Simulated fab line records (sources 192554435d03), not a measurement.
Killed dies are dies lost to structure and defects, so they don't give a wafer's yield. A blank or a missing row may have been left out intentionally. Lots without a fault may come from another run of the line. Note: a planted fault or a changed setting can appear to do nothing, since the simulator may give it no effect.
A struck lot beside a sound one + flow n5Finfet + 33 out of 1938 route steps
Sound: these wafers, L733.2, L733.4, L733.5. Struck: wafers L747.1, L747.4, L747.6. The cause is given at the end.
Each step with rows lists, per side, the tool, then ch with its chambers, then its first start. Under that, the readings that differ: sound wafers + struck wafers + difference of the means + sigmas: that difference in standard deviations of wafers without a fault.
alike: readings whose means differ by less than 2 such deviations, and words and numbers that are the same on both sides. not compared: withheld readings, readings that some wafer has no value for, bounds like >300 that may hide the same value, and numbers for which the record gives no deviation and whose values overlap.
Wherever a step has rows on one side only, a row that says differs or no value, or a row with sigmas, the two part there. Non-overlapping numbers with no deviation appear without sigmas and do not part them. A reading missing from all wafers of one side parts the sides only when that side holds two or more wafers.

first, 1 step without rows for these wafers: N5_GATE_CUT_SRD_32 (time 30 s).
N5_GATE_CUT_SAC_CAP_01: material SiNx, target thk 24 nm, pulse time 1 s, ald cycles 480.
  sound on aldSin-03 ch 1,2,3, day 6 05:12; struck on aldSin-03 ch 0,1,3, day 9 17:07
  alike: chamberPressureTorr, heaterPowerW, precursorPulseHeightRel
N5_GATE_CUT_PECVD_57: deposits SiNx from SiH4/NH3/N2, target thk 21 nm.
  sound on pecvd-03 ch 0,2, day 6 07:23; struck on pecvd-04 ch 0,1,2, day 9 19:19
  alike: chamberPressureTorr, heaterPowerW, showerheadPlenumPTorr, throttleValvePct
then, 8 steps without rows for these wafers: N5_GATE_CUT_CMP_02 (polishes, stops on SiO2, t overpolish 12.7 s, target thk 0 nm); N5_GATE_CUT_HM_DEP_46 (deposits SiO2 from TEOS/O2, target thk 130 nm, time 26.6 s); N5_GATE_CUT_COAT_34 (time 60 s, resist thk 60 nm); N5_GATE_CUT_COAT_35 (time 60 s, resist thk 10 nm); N5_GATE_CUT_COAT_27 (time 60 s, resist thk 10 nm); N5_GATE_CUT_COAT_07 (resist thk 30 nm); N5_GATE_CUT_EBR_09; N5_GATE_CUT_SOFTBAKE_08 (time 60 s).
N5_GATE_CUT_EXPOSE_10: exposes mask GATE CUT, target cd 20 nm.
  sound on euvScanner-01 ch 0, day 6 08:16; struck on euvScanner-01 ch 0, day 9 20:02
| reading           | sound             | struck            | difference | sigmas |
|-------------------|-------------------|-------------------|------------|--------|
| exposureDoseMJCm2 | 43.18 43.16 43.21 | 41.15 41.23 41.12 | -2.02      | -30    |
  alike: mask, reticleTempC
then, 2 steps without rows for these wafers: N5_GATE_CUT_PEB_11 (peb time 60 s); N5_GATE_CUT_DEVELOP_12 (develop time 30 s).
N5_GATE_CUT_CD_MEAS_13: target cd 20 nm.
  sound on cdSem-03 ch 0, day 6 08:23; struck on cdSem-01 ch 0, day 9 20:11
| reading   | sound             | struck            | difference | sigmas |
|-----------|-------------------|-------------------|------------|--------|
| cdNm (nm) | 19.59 19.93 19.95 | 19.15 18.99 19.31 | -0.67      | -2     |
N5_GATE_CUT_OVL_MEAS_14:
  sound on overlay-02 ch 0, day 6 08:26; struck on overlay-02 ch 0, day 9 20:13
  alike: GATE_CUT_OVL
N5_GATE_CUT_INSPECT_15: inspects for defects (brightfield).
  struck on defectInspect-02, day 9 20:16; sound on defectInspect-01, day 6 08:29
  alike: rawDefectCount
N5_GATE_CUT_DESCUM_18: chemistry O2, time 7 s.
  sound on rieDiel-06 ch 0,1,2, day 6 08:31; struck on rieDiel-05 ch 2,3, day 9 20:18
| reading                  | sound        | struck     | difference | sigmas |
|--------------------------|--------------|------------|------------|--------|
| model.GATE_CUT.cdNm (nm) | 20 20.2 20.2 | 19.4 19 19 | -1.0       |        |
  alike: drypumpMotorCurrentA, oesProductAu, rfVppV, showerheadPlenumPTorr, throttleValvePct
  not compared: rfHoursCounterH
N5_GATE_CUT_ETCH_28: etches underlayer in N2/H2, target depth 13 nm, time 10.4 s.
  sound on rieDiel-06 ch 0,1,2, day 6 08:33; struck on rieDiel-05 ch 2,3, day 9 20:20
  alike: drypumpMotorCurrentA, etchRfOnTimeS, oesProductAu, rfVppV, showerheadPlenumPTorr, throttleValvePct
  not compared: rfHoursCounterH
N5_GATE_CUT_ETCH_36: etches SiARC in CF4, target depth 13 nm, time 21.7 s.
  sound on rieDiel-06 ch 0,1,2, day 6 08:34; struck on rieDiel-05 ch 2,3, day 9 20:21
  alike: drypumpMotorCurrentA, etchRfOnTimeS, oesProductAu, rfVppV, showerheadPlenumPTorr, throttleValvePct
  not compared: rfHoursCounterH
then, 6 steps without rows for these wafers: N5_GATE_CUT_ETCH_37 (etches SOC in N2/H2, target depth 60 nm, overetch 12 nm, time 90 s); N5_GATE_CUT_STRIP_38 (strips in N2/H2); N5_GATE_CUT_STRIP_39 (strips in N2/H2); N5_GATE_CUT_HM_OPEN_40 (chemistry C4F6/O2, target SiO2, target depth 139 nm, time 85.1 s); N5_GATE_CUT_STRIP_41 (strips in CF4); N5_GATE_CUT_STRIP_42 (strips in O2).
N5_GATE_CUT_ETCH_19: etches SiNx in CH3F/O2, target depth 53.7 nm, time 76.7 s.
  sound on rieDiel-06 ch 0,1,2, day 6 08:48; struck on rieDiel-05 ch 2,3, day 9 20:35
  alike: drypumpMotorCurrentA, etchRfOnTimeS, oes_ar_750_au, oesProductAu, rfVppV, showerheadPlenumPTorr, throttleValvePct
  not compared: rfHoursCounterH
then, 3 steps without rows for these wafers: N5_GATE_CUT_CUT_ETCH_53 (etches W in SF6/Cl2, target depth 79.2 nm); N5_GATE_CUT_CUT_ETCH_54 (etches TiN in Cl2/BCl3, target depth 96.7 nm); N5_GATE_CUT_CUT_ETCH_55 (etches HfO2 in BCl3, target depth 3.2 nm).
N5_GATE_CUT_ETCH_47: etches SiO2 in Cl2/BCl3, target depth 10 nm.
  sound on rieMetal-02 ch 0,1, day 6 09:04; struck on rieMetal-01 ch 0, day 9 20:50
  alike: drypumpMotorCurrentA, oes_ar_750_au, oesProductAu, throttleValvePct
  not compared: rfHoursCounterH, model.GATE_CUT.cdNm
then, 1 step without rows for these wafers: N5_GATE_CUT_VAPOR_ETCH_48 (etches TiN in BCl3/Cl2).
-- record jumps: 4 days separate the struck wafers' starts on either side; left off in module GATE_CUT, taken up again in module BEOL_M4, whose first shown step is the route's number 1111 --
N5_BEOL_M4_RC_MEAS_101:
  sound on prober-01 ch 0, day 10 01:50; struck on prober-02 ch 0, day 14 02:40
  alike: DIBL_N, DIBL_P, IOFF_N, IOFF_P, ION_N, ION_P, SS_N, SS_P, VT_N, VT_P

WHERE THEY PART
At N5_GATE_CUT_EXPOSE_10 first; at N5_GATE_CUT_CD_MEAS_13 last (within this record only). Later steps at which nothing parts them and some readings are alike: N5_GATE_CUT_OVL_MEAS_14, N5_GATE_CUT_INSPECT_15, N5_GATE_CUT_DESCUM_18, N5_GATE_CUT_ETCH_28, N5_GATE_CUT_ETCH_36, N5_GATE_CUT_ETCH_19, N5_GATE_CUT_ETCH_47, N5_BEOL_M4_RC_MEAS_101.

WHY: what the simulator had put in
Drift in process parameters on euvScanner-01 at N5_GATE_CUT_EXPOSE_10, starting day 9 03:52. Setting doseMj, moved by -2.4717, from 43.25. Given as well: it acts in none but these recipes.
